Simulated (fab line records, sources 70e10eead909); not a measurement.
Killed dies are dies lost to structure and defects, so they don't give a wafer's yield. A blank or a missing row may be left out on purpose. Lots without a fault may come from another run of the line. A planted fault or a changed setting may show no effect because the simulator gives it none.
Which tool did it? | flow nand_harc | 11 lots, 33 wafers sampled, at 5 steps of a route of 1159

WHAT THE GAUGES READ, wafer by wafer
NHARC_END_SORT_01.
lot  | measured     | on        | defect_limited_yield (%)
L362 | day 22 14:58 | prober-02 | 94.5 51.7 94.2
L365 | day 24 01:56 | prober-02 | 49.6 93.9 49.8

WHICH TOOL RAN EACH LOT (tool, then ch and the chambers of the sampled wafers, then the start)
lot  | NHARC_P_M2_ECD_22              | NHARC_A_M1_ETCH_28                            | NHARC_A_M1_PVD_20                       | NHARC_THIN_TSV_ETCH_44
L353 | ecd_cu-01 ch 0,1, day 6 06:16  | rie_diel-11 ch 1,2, day 19 10:09 or earlier   | pvd_sputter-03, day 19 10:09 or earlier | rie_diel-02 ch 0,3, day 19 10:09
L354 | ecd_cu-02 ch 0,1, day 6 10:43  | rie_diel-08 ch 0,2,3, day 19 06:47 or earlier | pvd_sputter-02, day 19 06:47 or earlier | rie_diel-12 ch 0,2,3, day 19 06:47
L356 | ecd_cu-01 ch 0,1, day 6 23:19  | rie_diel-07 ch 0,1,3, day 19 12:38 or earlier | pvd_sputter-02, day 19 12:38 or earlier | rie_diel-01 ch 1,2, day 19 12:38
L355 | ecd_cu-01 ch 0,1, day 7 02:20  | rie_diel-08 ch 0,1,3, day 19 08:30 or earlier | pvd_sputter-01, day 19 08:30 or earlier | rie_diel-12 ch 0,3, day 19 08:30
L357 | ecd_cu-02 ch 0,1, day 7 03:18  | rie_diel-11 ch 0,2,3, day 19 20:06 or earlier | pvd_sputter-01, day 19 20:06 or earlier | rie_diel-02 ch 1,2,3, day 19 20:06
L358 | ecd_cu-02 ch 0,1, day 7 17:02  | rie_diel-08 ch 1,2, day 20 01:10 or earlier   | pvd_sputter-01, day 20 01:10 or earlier | rie_diel-02 ch 0,3, day 20 01:10
L362 | ecd_cu-01 ch 0,1, day 8 18:11  | rie_diel-07 ch 0,1,2, day 21 23:23 or earlier | pvd_sputter-01, day 21 23:23 or earlier | rie_diel-01 ch 0,1, day 21 23:23
L365 | ecd_cu-01 ch 0,1, day 9 12:29  | rie_diel-11 ch 1,2,3, day 23 05:38 or earlier | pvd_sputter-02, day 23 05:38 or earlier | rie_diel-12 ch 0,1,3, day 23 05:38
L367 | ecd_cu-02 ch 0,1, day 10 00:46 | rie_diel-08 ch 0,2,3, day 23 07:01 or earlier | pvd_sputter-03, day 23 07:01 or earlier | rie_diel-02 ch 1,2,3, day 23 07:01
L375 | ecd_cu-02 ch 0,1, day 11 14:01 | rie_diel-11 ch 1,2, day 24 01:23 or earlier   | pvd_sputter-01, day 24 01:23 or earlier | rie_diel-01 ch 1,2, day 24 01:23
L376 | ecd_cu-01 ch 0,1, day 12 03:25 | rie_diel-08 ch 1,2,3, day 24 14:56 or earlier | pvd_sputter-03, day 24 14:56 or earlier | rie_diel-12 ch 0,2, day 24 14:56
- NHARC_P_M2_ECD_22: material Cu, target thk 400 nm.
- NHARC_A_M1_ETCH_28: etches the open film in CF4/N2, target depth 30 nm, time 72.99 s.
- NHARC_A_M1_PVD_20: deposits TaN, target thk 5 nm, time 8.06 s.
- NHARC_THIN_TSV_ETCH_44: etches the open film in CF4/O2, target depth 1594.2 nm, time 797.1 s.

THE ANSWER, worked out from the rows above alone
Rule: what is usual is taken from the lots themselves. Put in order of their means at a reading, lots are off if they are a third of the lots or fewer, leave a main group of 4 or more, and stand apart from it by a gap of 3 or more times the standard deviation of the main group's means; of several such gaps the widest counts. A main group whose means are all the same, to the digits that the tables above print for the reading, isn't used. A lot without any number at a reading at which 4 lots or more have one is off too. The other lots that the step has rows for count as sound.
No lot is off at any reading shown: from this, nothing can be told.

WHAT THE SIMULATOR HAD PUT IN
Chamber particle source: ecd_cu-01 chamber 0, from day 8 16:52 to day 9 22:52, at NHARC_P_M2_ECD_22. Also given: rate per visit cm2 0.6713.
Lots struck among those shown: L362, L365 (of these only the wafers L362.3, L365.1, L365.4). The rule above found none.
